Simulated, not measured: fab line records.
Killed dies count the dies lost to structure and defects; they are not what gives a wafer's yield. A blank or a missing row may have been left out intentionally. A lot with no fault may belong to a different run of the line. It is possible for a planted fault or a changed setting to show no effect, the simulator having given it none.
What tool caused it? | flow nand-harc | 11 lots, 33 wafers sampled, at 4 steps of a route of 1159

## WHAT THE GAUGES READ, wafer by wafer
NHARC_P_ZERO_WELL_CD_MEAS_24 targets a cd of 720 nm.
lot  | measured    | on        | cd-nm (nm)
L765 | day 1 14:29 | cd-sem-03 | 718.7 719.8 719.3
L766 | day 1 20:35 | cd-sem-03 | 722.5 721.1 720.1
L767 | day 2 02:30 | cd-sem-02 | 720.0 715.6 716.1
L768 | day 2 08:35 | cd-sem-02 | 720.8 720.4 716.7
L770 | day 2 20:29 | cd-sem-03 | 720.5 721.5 719.9
L771 | day 3 02:29 | cd-sem-01 | 719.7 721.2 720.7
L774 | day 3 20:27 | cd-sem-01 | 718.8 718.3 719.8
L776 | day 4 08:29 | cd-sem-02 | 716.2 717.3 719.2
L778 | day 4 20:40 | cd-sem-01 | 719.7 721.3 722.9
L780 | day 5 08:29 | cd-sem-01 | 707.4 707.4 710.9
L788 | day 7 08:33 | cd-sem-03 | 718.9 718.0 720.4

## EACH LOT AND THE TOOL THAT RAN IT (in order: tool; ch and the chambers of the sampled wafers; start)
lot  | NHARC_P_ZERO_WELL_ETCH_62                    | NHARC_P_ZERO_WELL_ETCH_63       | NHARC_P_ZERO_WELL_EXPOSE_21
L765 | rie-diel-03 ch 0,1,2, day 1 13:42 or earlier | rie-si-01 ch 0,2, day 1 13:42   | krf-scanner-02 ch 0, day 1 14:20
L766 | rie-diel-13 ch 1,2, day 1 19:40 or earlier   | rie-si-02 ch 1,3, day 1 19:40   | krf-scanner-01 ch 0, day 1 20:26
L767 | rie-diel-05 ch 2,3, day 2 01:42 or earlier   | rie-si-02 ch 0,1,2, day 2 01:42 | krf-scanner-01 ch 0, day 2 02:20
L768 | rie-diel-13 ch 1,2,3, day 2 07:39 or earlier | rie-si-06 ch 0,2,3, day 2 07:39 | krf-scanner-03 ch 0, day 2 08:25
L770 | rie-diel-13 ch 0,1, day 2 19:34 or earlier   | rie-si-02 ch 0,2,3, day 2 19:34 | krf-scanner-02 ch 0, day 2 20:20
L771 | rie-diel-03 ch 0,1,2, day 3 01:40 or earlier | rie-si-01 ch 1,3, day 3 01:40   | krf-scanner-02 ch 0, day 3 02:20
L774 | rie-diel-03 ch 1,3, day 3 19:40 or earlier   | rie-si-06 ch 0,2,3, day 3 19:40 | krf-scanner-01 ch 0, day 3 20:17
L776 | rie-diel-03 ch 0,1,3, day 4 07:39 or earlier | rie-si-02 ch 0,1,3, day 4 07:39 | krf-scanner-02 ch 0, day 4 08:20
L778 | rie-diel-13 ch 0,3, day 4 19:44 or earlier   | rie-si-01 ch 0,2, day 4 19:44   | krf-scanner-01 ch 0, day 4 20:31
L780 | rie-diel-05 ch 1,2,3, day 5 07:33 or earlier | rie-si-02 ch 1,2,3, day 5 07:33 | krf-scanner-01 ch 0, day 5 08:19
L788 | rie-diel-03 ch 2,3, day 7 07:38 or earlier   | rie-si-06 ch 1,2, day 7 07:38   | krf-scanner-03 ch 0, day 7 08:23
- NHARC_P_ZERO_WELL_ETCH_62: etches the open film in CHF3/Ar, target depth 13 nm, time 6.5 s.
- NHARC_P_ZERO_WELL_ETCH_63: etches the open film in HBr/Cl2, target depth 120 nm, time 40.1 s.
- NHARC_P_ZERO_WELL_EXPOSE_21: exposes mask P NWELL, target cd 720 nm.

## THE ANSWER, worked out from the rows above alone
Rule: what is usual is taken from the lots themselves. Put in order of their means at a reading, lots are off if they are a third of the lots or fewer, leave a main group of 4 or more, and stand apart from it by a gap of 3 or more times the standard deviation of the main group's means; of several such gaps the widest counts. Not used: any main group whose means are identical at the precision the tables above print for the reading. Also off: a lot with no number at a reading for which 4 or more lots have one. The other lots that the step has rows for count as sound.
Off, at NHARC_P_ZERO_WELL_CD_MEAS_24 on cd-nm: L780. The main group: mean 719.5 nm, standard deviation 1.3.
A tool fits if, at a process step before that reading, it ran every lot that is off, and no sound lot after the first of them. Those tools and the gauges at NHARC_P_ZERO_WELL_CD_MEAS_24 are tried in the same way. Because NHARC_P_ZERO_WELL_ETCH_62 lacks a start for some lots, the hours and order of its lots are taken from NHARC_P_ZERO_WELL_ETCH_63. Can't be told from this: 4 tools fit, rie-diel-05 at NHARC_P_ZERO_WELL_ETCH_62, rie-si-02 at NHARC_P_ZERO_WELL_ETCH_63, krf-scanner-01 at NHARC_P_ZERO_WELL_EXPOSE_21, cd-sem-01 at NHARC_P_ZERO_WELL_CD_MEAS_24.

## WHAT THE SIMULATOR PUT IN
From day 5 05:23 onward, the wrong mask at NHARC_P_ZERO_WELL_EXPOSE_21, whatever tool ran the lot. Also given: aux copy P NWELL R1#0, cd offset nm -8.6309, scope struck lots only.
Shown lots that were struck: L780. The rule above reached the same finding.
